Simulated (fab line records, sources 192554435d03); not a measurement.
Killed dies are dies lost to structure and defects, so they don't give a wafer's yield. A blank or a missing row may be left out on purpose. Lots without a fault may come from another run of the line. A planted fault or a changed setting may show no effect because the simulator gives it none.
Split-lot experiment | flow n5_finfet | 7 lots, 21 wafers read, on a route of 1938 steps

THE SPLIT
At N5_BEOL_M7_ETCH_41 (etches SiCN in CH3F/O2, target depth 31.9 nm, time 57.8 s), the setting bias_w was moved away from the recipe's 75 W on 8 of the 21 wafers read, by -17.6% to +18.0%. The other wafers ran this setting at the recipe's value.

The reading is taken at the split's own step.

THE READING
rf_vpp_V, in V, at N5_BEOL_M7_ETCH_41 (etches SiCN in CH3F/O2, target depth 31.9 nm, time 57.8 s). Fault-free wafers of this fab line usually give 297.2 V, standard deviation 1.6 V.

wafer  | tool, chamber at the split | bias_w as run, W | against the recipe | rf_vpp_V, V | against lot-mates on the recipe
L074.2 | rie_diel-06, 2             | 75               | recipe             | 296.4       | -
L074.3 | rie_diel-06, 3             | 75               | recipe             | 299.0       | -
L074.5 | rie_diel-06, 3             | 75               | recipe             | 297.7       | -
L081.3 | rie_diel-01, 0             | 75               | recipe             | 296.6       | -
L081.4 | rie_diel-01, 1             | 88.49            | +18.0%             | 330.0       | +33.4
L081.5 | rie_diel-01, 2             | 88.49            | +18.0%             | 332.4       | +35.8
L084.1 | rie_diel-01, 0             | 75               | recipe             | 296.0       | -
L084.4 | rie_diel-01, 1             | 69.71            | -7.1%              | 284.9       | -11.1
L084.6 | rie_diel-01, 1             | 69.71            | -7.1%              | 283.5       | -12.5
L092.1 | rie_diel-06, 3             | 75               | recipe             | 296.4       | -
L092.3 | rie_diel-06, 0             | 79.53            | +6.0%              | 308.5       | +12.1
L092.4 | rie_diel-06, 1             | 79.53            | +6.0%              | 309.7       | +13.3
L088.2 | rie_diel-06, 0             | 75               | recipe             | 296.6       | -
L088.5 | rie_diel-06, 3             | 75               | recipe             | 298.8       | -
L088.6 | rie_diel-06, 2             | 75               | recipe             | 296.2       | -
L089.2 | rie_diel-06, 1             | 75               | recipe             | 299.2       | -
L089.5 | rie_diel-06, 2             | 75               | recipe             | 293.5       | -
L089.6 | rie_diel-06, 3             | 75               | recipe             | 297.3       | -
L093.1 | rie_diel-01, 3             | 61.78            | -17.6%             | 262.0       | -35.3
L093.5 | rie_diel-01, 1             | 61.78            | -17.6%             | 265.0       | -32.3
L093.6 | rie_diel-01, 0             | 75               | recipe             | 297.3       | -

THE FIT
A straight line over all 21 wafers: rf_vpp_V changes by +1.9 V for each +1% of bias_w; r = +1.00; the points scatter about the line by 1.4 V.
The same after taking each lot's own level away (the mean of its wafers on the recipe; 21 wafers): +1.91 V for each +1%; r = +1.00; scatter 1.5 V.
On that fit, the largest move of bias_w shifts the reading by 34 V.
The lots' own levels span 296.00 to 297.70 V, that is 1.1 times the standard deviation above.
So the lot-to-lot level changes the slope little: the two slopes agree.
Check: with one of the wafers moved furthest among these (+18.0%) left out of the fit, the line predicts +35.2 V for it against its lot-mates. It came out at +33.4 V against them.
Tool readings at the split's step, against how far the setting was moved: rf_vpp_V r = +1.00.

OTHER SPLITS ON THESE WAFERS
These wafers also went through other splits before the reading. Each is held against what the fit with the lots' levels taken away leaves over:
other split on the same wafers  | wafers away from the commonest value | r with rf_vpp_V (lot level and that fit taken away)
N5_BEOL_M5_ETCH_41 source_w     | 8                                    | -0.24
N5_BEOL_M7_ILD_DEP_00 time_s    | 7                                    | -0.17
N5_BEOL_M7_VIA_ETCH_34 source_w | 4                                    | -0.21

THE WHOLE CHAIN: every reading that the file lists as answering this split, in the file's order
step               | what it does                                              | reading                                                        | change (the file's fit)                | r (the file's)
N5_BEOL_M7_ETCH_41 | etches SiCN in CH3F/O2, target depth 31.9 nm, time 57.8 s | rf_vpp_V                                                       | +1.91 V for each +1% of the setting    | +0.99
N5_BEOL_M7_ETCH_41 | etches SiCN in CH3F/O2, target depth 31.9 nm, time 57.8 s | etch.depth_nm (the simulator's own value, which no gauge read) | +0.0807 nm for each +1% of the setting | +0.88

THE FILE'S OWN FIT
rf_vpp_V changes by +1.91 V for each +1% of bias_w, r = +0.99.
